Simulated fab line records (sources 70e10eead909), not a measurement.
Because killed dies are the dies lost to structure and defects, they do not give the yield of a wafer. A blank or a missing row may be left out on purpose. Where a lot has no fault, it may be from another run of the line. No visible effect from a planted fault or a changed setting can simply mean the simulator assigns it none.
Matching of chambers / flow nandHarc / NHARC_P_M0_STRIP_18 on rieDiel-08: 4 sister chambers
The step strips in N2/H2. 8 wafers are shown with their chamber, then 9 later ones without.

EACH WAFER AND ITS CHAMBER
wafer=L083.5; chamber=2; drypumpMotorCurrentA (A)=5.6; oesProductAu (a.u.)=1.010
wafer=L088.1; chamber=2; drypumpMotorCurrentA (A)=5.6; oesProductAu (a.u.)=1.011
wafer=L090.1; chamber=1; drypumpMotorCurrentA (A)=6.3; oesProductAu (a.u.)=0.986
wafer=L090.4; chamber=0; drypumpMotorCurrentA (A)=5.7; oesProductAu (a.u.)=0.999
wafer=L090.6; chamber=0; drypumpMotorCurrentA (A)=5.7; oesProductAu (a.u.)=0.986
wafer=L089.2; chamber=1; drypumpMotorCurrentA (A)=6.2; oesProductAu (a.u.)=0.994
wafer=L089.4; chamber=3; drypumpMotorCurrentA (A)=6.2; oesProductAu (a.u.)=0.986
wafer=L089.5; chamber=3; drypumpMotorCurrentA (A)=6.2; oesProductAu (a.u.)=0.993

WAFERS MISSING THEIR CHAMBER
wafer=L091.1; drypumpMotorCurrentA (A)=6.2; oesProductAu (a.u.)=0.995
wafer=L091.2; drypumpMotorCurrentA (A)=5.7; oesProductAu (a.u.)=0.996
wafer=L091.3; drypumpMotorCurrentA (A)=6.3; oesProductAu (a.u.)=1.001
wafer=L095.2; drypumpMotorCurrentA (A)=6.3; oesProductAu (a.u.)=1.000
wafer=L095.5; drypumpMotorCurrentA (A)=5.7; oesProductAu (a.u.)=1.003
wafer=L095.6; drypumpMotorCurrentA (A)=6.2; oesProductAu (a.u.)=0.991
wafer=L097.1; drypumpMotorCurrentA (A)=6.3; oesProductAu (a.u.)=0.990
wafer=L097.2; drypumpMotorCurrentA (A)=5.8; oesProductAu (a.u.)=1.006
wafer=L097.5; drypumpMotorCurrentA (A)=5.6; oesProductAu (a.u.)=1.006

WHICH CHAMBER EACH ONE RAN IN
wafer=L091.1; from the rows above=can't be placed: 3 or 1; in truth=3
wafer=L091.2; from the rows above=0; in truth=0
wafer=L091.3; from the rows above=can't be placed: 1 or 3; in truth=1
wafer=L095.2; from the rows above=can't be placed: 1 or 3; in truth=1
wafer=L095.5; from the rows above=can't be placed: 0 or 2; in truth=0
wafer=L095.6; from the rows above=can't be placed: 3 or 1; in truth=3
wafer=L097.1; from the rows above=can't be placed: 1 or 3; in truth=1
wafer=L097.2; from the rows above=0; in truth=0
wafer=L097.5; from the rows above=2; in truth=2
3 of 9 placed correctly. Not placeable from these rows: 6 (in 6, the candidates include the true chamber). Placed wrongly: 0.
How it was worked out, from the rows above alone: a wafer's distance from a chamber is the root of the sum, over the readings, of the square of ((its reading less the chamber's mean) divided by the reading's scatter). If the next closest chamber is less than 2 further off than the closest, the wafer can't be placed; otherwise it belongs to the closest. Each chamber's mean is taken over the wafers shown for it. How the scatter is found: for the shown wafers, subtract from each reading the mean of its chamber, square and add these, divide the total by (wafers less chambers), then take the root.
